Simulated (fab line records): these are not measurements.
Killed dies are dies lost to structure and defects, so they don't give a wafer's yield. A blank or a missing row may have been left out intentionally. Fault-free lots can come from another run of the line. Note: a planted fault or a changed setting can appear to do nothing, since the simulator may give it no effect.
Chamber matching :: flow nand harc :: 4 sister chambers for NHARC_A_STAIRCASE_STRIP_476 on rie diel-10
The step strips in O2, time 20 s. 8 wafers are shown with their chamber, then 7 later ones without.

## WAFERS, EACH WITH ITS CHAMBER
wafer: L080.5
chamber: 0
drypump motor current A (A): 6.0
showerhead plenum p Torr (Torr): 3.76

wafer: L081.2
chamber: 2
drypump motor current A (A): 4.8
showerhead plenum p Torr (Torr): 3.40

wafer: L081.6
chamber: 2
drypump motor current A (A): 4.8
showerhead plenum p Torr (Torr): 3.40

wafer: L085.1
chamber: 1
drypump motor current A (A): 6.0
showerhead plenum p Torr (Torr): 3.29

wafer: L085.3
chamber: 0
drypump motor current A (A): 6.0
showerhead plenum p Torr (Torr): 3.75

wafer: L085.4
chamber: 3
drypump motor current A (A): 5.0
showerhead plenum p Torr (Torr): 3.39

wafer: L084.2
chamber: 1
drypump motor current A (A): 5.9
showerhead plenum p Torr (Torr): 3.29

wafer: L084.3
chamber: 3
drypump motor current A (A): 5.0
showerhead plenum p Torr (Torr): 3.39

## WAFERS MISSING THEIR CHAMBER
wafer: L084.6
drypump motor current A (A): 6.0
showerhead plenum p Torr (Torr): 3.29

wafer: L088.1
drypump motor current A (A): 4.8
showerhead plenum p Torr (Torr): 3.38

wafer: L088.5
drypump motor current A (A): 4.8
showerhead plenum p Torr (Torr): 3.38

wafer: L088.6
drypump motor current A (A): 5.9
showerhead plenum p Torr (Torr): 3.29

wafer: L093.1
drypump motor current A (A): 6.0
showerhead plenum p Torr (Torr): 3.73

wafer: L093.2
drypump motor current A (A): 5.0
showerhead plenum p Torr (Torr): 3.37

wafer: L093.4
drypump motor current A (A): 5.9
showerhead plenum p Torr (Torr): 3.28

## EACH ONE'S CHAMBER
wafer: L084.6
from the rows above: 1
in truth: 1

wafer: L088.1
from the rows above: can't be placed: 2 or 3
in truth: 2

wafer: L088.5
from the rows above: can't be placed: 2 or 3
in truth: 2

wafer: L088.6
from the rows above: 1
in truth: 1

wafer: L093.1
from the rows above: 0
in truth: 0

wafer: L093.2
from the rows above: 3
in truth: 3

wafer: L093.4
from the rows above: 1
in truth: 1
5 of 7 placed correctly. Unplaceable from these rows: 2, with the true chamber sitting among the candidates in 2. Placed wrongly: 0.
How it was worked out, from the rows above alone: a wafer's distance from a chamber is the root of the sum, over the readings, of the square of ((its reading less the chamber's mean) divided by the reading's scatter). The wafer belongs to the nearest chamber; if the next one is less than 2 further off, it can't be placed. For every chamber, the mean is computed from those of its wafers that are shown. The scatter is the square root of a quotient: the sum, over the shown wafers, of each reading's squared deviation from its chamber's mean, divided by wafers minus chambers.
